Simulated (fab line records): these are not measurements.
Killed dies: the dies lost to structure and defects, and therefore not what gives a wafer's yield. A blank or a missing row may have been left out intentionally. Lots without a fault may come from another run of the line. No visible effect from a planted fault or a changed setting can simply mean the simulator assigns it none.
Matching of chambers ; flow nand-harc ; 4 sister chambers for NHARC_A_STAIRCASE_TRIM_187 on rie-diel-01
The step chemistry O2, time 211.2 s. 14 wafers are shown with their chamber, then 7 later ones without.

## WAFERS, EACH WITH ITS CHAMBER
wafer;chamber;drypump-motor-current-A (A);showerhead-plenum-p-Torr (Torr);oes-product-au (a.u.)
L075.3;0;6.7;3.31;1.010
L075.4;2;6.0;3.63;1.001
L075.6;0;6.7;3.31;1.007
L084.1;3;5.4;3.47;0.978
L084.2;0;6.7;3.30;1.003
L084.5;1;5.1;3.35;0.998
L089.2;2;6.0;3.61;1.002
L089.3;0;6.7;3.30;1.004
L089.4;3;5.4;3.47;0.994
L089.1;1;5.1;3.34;0.997
L089.5;2;6.0;3.61;1.005
L089.6;3;5.3;3.47;0.978
L094.4;3;5.3;3.46;0.995
L094.5;1;5.1;3.34;0.995

SIGNATURES, as means of the wafers listed above
reading;chamber 0;chamber 1;chamber 2;chamber 3;scatter within a chamber
drypump-motor-current-A;6.700;5.100;6.000;5.350;0.0316
showerhead-plenum-p-Torr;3.3050;3.3433;3.6167;3.4675;0.00713
oes-product-au;1.00600;0.99667;1.00267;0.98625;0.00562
Rule: distance of a wafer from a chamber = root of the sum over the readings of ((wafer's reading minus chamber's mean) / reading's scatter) squared. If the next closest chamber is less than 2 further off than the closest, the wafer can't be placed; otherwise it belongs to the closest. The scatter: the root of (the sum of the squares of (reading less its chamber's mean) over the shown wafers, divided by (wafers less chambers)).

## WAFERS WHOSE CHAMBER IS MISSING
wafer;drypump-motor-current-A (A);showerhead-plenum-p-Torr (Torr);oes-product-au (a.u.)
L094.6;6.0;3.61;0.998
L095.1;5.4;3.46;0.999
L095.2;6.0;3.61;1.012
L095.4;6.7;3.29;1.022
L096.3;5.1;3.33;0.992
L096.4;6.7;3.29;1.012
L096.6;6.0;3.60;0.992

## WHICH CHAMBER EACH ONE RAN IN
wafer;from the rows above;in truth
L094.6;2;2
L095.1;3;3
L095.2;2;2
L095.4;0;0
L096.3;1;1
L096.4;0;0
L096.6;2;2
7 of 7 placed correctly. Can't be placed from these rows: 0. 0 placed wrongly.
